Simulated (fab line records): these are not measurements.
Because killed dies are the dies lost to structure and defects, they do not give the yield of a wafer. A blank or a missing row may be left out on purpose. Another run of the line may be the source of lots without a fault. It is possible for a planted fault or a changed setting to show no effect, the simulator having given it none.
A struck lot beside a sound one    flow nand_harc    14 steps out of a route of 1302
Sound: the wafers L889.1, L889.3, L889.6. Struck: wafer L891.2 (left out: L891.6, a lot-mate that was not struck); the cause follows at the end.
Per side, at each step with rows, come the tool, then ch with its chambers, and then its first start. Under that, the readings that differ: sound wafers    struck wafers    difference of the means    sigmas: that difference in standard deviations of wafers without a fault.
alike: words and numbers the same on both sides, and readings whose means are apart by under 2 such deviations; not compared: readings that were withheld, readings missing a value for some wafer, numbers with overlapping values and no deviation given by the record, and bounds like >300 which may hide the same value.
The two part at a step that has a row with sigmas, a row that says differs or no value, or rows on one side only. When numbers do not overlap yet have no deviation, they are printed without sigmas and do not part them. A reading that every wafer of one side lacks parts them only if that side has two wafers or more.

first, 1 step without rows for these wafers: NHARC_A_ONON_D1_DEP_12 (target thk 1000 nm).
NHARC_A_ONON_D1_THK_MEAS_14: measures by ellipsometry.
  struck on film_metro-02, day 11 19:14; sound on film_metro-02, day 10 05:08
  alike: thk_nm
then, 2 steps without rows for these wafers: NHARC_A_ONON_D1_ANNEAL_15 (time 3600 s); NHARC_A_ONON_D1_DEP_16 (target thk 1000 nm).
NHARC_A_ONON_D1_THK_MEAS_18: measures by ellipsometry.
  struck on film_metro-02, day 12 06:09; sound on film_metro-01, day 10 13:51
  alike: thk_nm
following that, 1 step holds no rows for these wafers, namely NHARC_A_ONON_D1_DEP_19 (target thickness 1000 nm).
NHARC_A_ONON_D1_THK_MEAS_21: measures by ellipsometry.
  struck on film_metro-02, day 12 06:43; sound on film_metro-01, day 10 14:25
  alike: thk_nm
following that, 1 step holds no rows for these wafers, namely NHARC_A_ONON_D1_DEP_22 (target thickness 1000 nm).
NHARC_A_ONON_D1_THK_MEAS_24: measures by ellipsometry.
  struck on film_metro-01, day 12 07:17; sound on film_metro-01, day 10 14:59
  alike: thk_nm
following that, 1 step holds no rows for these wafers, namely NHARC_A_ONON_D1_DEP_25 (target thickness 1000 nm).
NHARC_A_ONON_D1_THK_MEAS_27: measures by ellipsometry.
  struck on film_metro-01, day 12 07:51; sound on film_metro-01, day 10 15:33
  alike: thk_nm
NHARC_A_ONON_D1_DEP_28: target thk 1000 nm.
  sound on pecvd_onon-01 ch 0, day 10 15:37; struck on pecvd_onon-03 ch 0, day 12 07:58
NHARC_A_ONON_D1_THK_MEAS_30: measures by ellipsometry.
  struck on film_metro-02, day 12 08:25; sound on film_metro-01, day 10 16:07
reading      sound        struck  difference  sigmas
thk_nm (nm)  986 985 987  580     -406        -42
NHARC_A_ONON_D1_DEP_33: deposits SiO2, target thk 200 nm.
  sound on pecvd-03 ch 1,2, day 10 16:14; struck on pecvd-01 ch 1, day 12 08:31
reading                 sound           struck  difference  sigmas
throttle_valve_pct (%)  15.3 15.4 15.4  16.8    +1.4        +2
  alike: heater_power_w, rf_fwd_power_W
  not compared: since_wet_clean_h

## WHERE THEY PART
First at NHARC_A_ONON_D1_THK_MEAS_30; last, within this record, at NHARC_A_ONON_D1_DEP_33.

WHY: the cause the simulator had injected
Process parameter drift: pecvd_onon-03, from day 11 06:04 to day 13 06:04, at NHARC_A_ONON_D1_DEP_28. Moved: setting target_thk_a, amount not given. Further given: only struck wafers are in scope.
